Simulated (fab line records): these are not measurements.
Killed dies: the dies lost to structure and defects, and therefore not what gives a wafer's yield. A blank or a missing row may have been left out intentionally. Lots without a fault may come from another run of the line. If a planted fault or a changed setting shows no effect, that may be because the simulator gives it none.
Matching of chambers || flow n5-finfet || N5_BEOL_M5_STRIP_19 on rie-diel-05: 4 sister chambers
The step strips in O2. 4 wafers are shown with their chamber, then 7 later ones without.

## WAFERS PAIRED WITH THEIR CHAMBERS
{"wafer": "L087.5", "chamber": 2, "drypump-motor-current-A (A)": 6.2}
{"wafer": "L087.6", "chamber": 3, "drypump-motor-current-A (A)": 5.1}
{"wafer": "L093.2", "chamber": 0, "drypump-motor-current-A (A)": 5.3}
{"wafer": "L093.3", "chamber": 1, "drypump-motor-current-A (A)": 5.6}

## WAFERS WITHOUT THEIR CHAMBER
{"wafer": "L093.5", "drypump-motor-current-A (A)": 5.1}
{"wafer": "L095.1", "drypump-motor-current-A (A)": 5.2}
{"wafer": "L095.3", "drypump-motor-current-A (A)": 5.6}
{"wafer": "L095.5", "drypump-motor-current-A (A)": 6.2}
{"wafer": "L096.1", "drypump-motor-current-A (A)": 5.2}
{"wafer": "L096.5", "drypump-motor-current-A (A)": 5.1}
{"wafer": "L096.6", "drypump-motor-current-A (A)": 6.2}

## WHICH CHAMBER EACH ONE RAN IN
{"wafer": "L093.5", "from the rows above": 3, "in truth": 3}
{"wafer": "L095.1", "from the rows above": "can't be placed: 0 or 3", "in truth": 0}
{"wafer": "L095.3", "from the rows above": 1, "in truth": 1}
{"wafer": "L095.5", "from the rows above": 2, "in truth": 2}
{"wafer": "L096.1", "from the rows above": "can't be placed: 0 or 3", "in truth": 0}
{"wafer": "L096.5", "from the rows above": 3, "in truth": 3}
{"wafer": "L096.6", "from the rows above": 2, "in truth": 2}
Correctly placed: 5 of 7. These rows do not allow placing 2 (true chamber among the candidates in 2). Number placed wrongly: 0.
How it was worked out, from the rows above alone: a wafer's distance from a chamber is the root of the sum, over the readings, of the square of ((its reading less the chamber's mean) divided by the reading's scatter). If the next closest chamber is less than 2 further off than the closest, the wafer can't be placed; otherwise it belongs to the closest. A chamber's mean is the mean of its shown wafers. The scatter: root of mean squared gap, hidden wafer to nearest shown wafer, with one shown wafer a chamber.
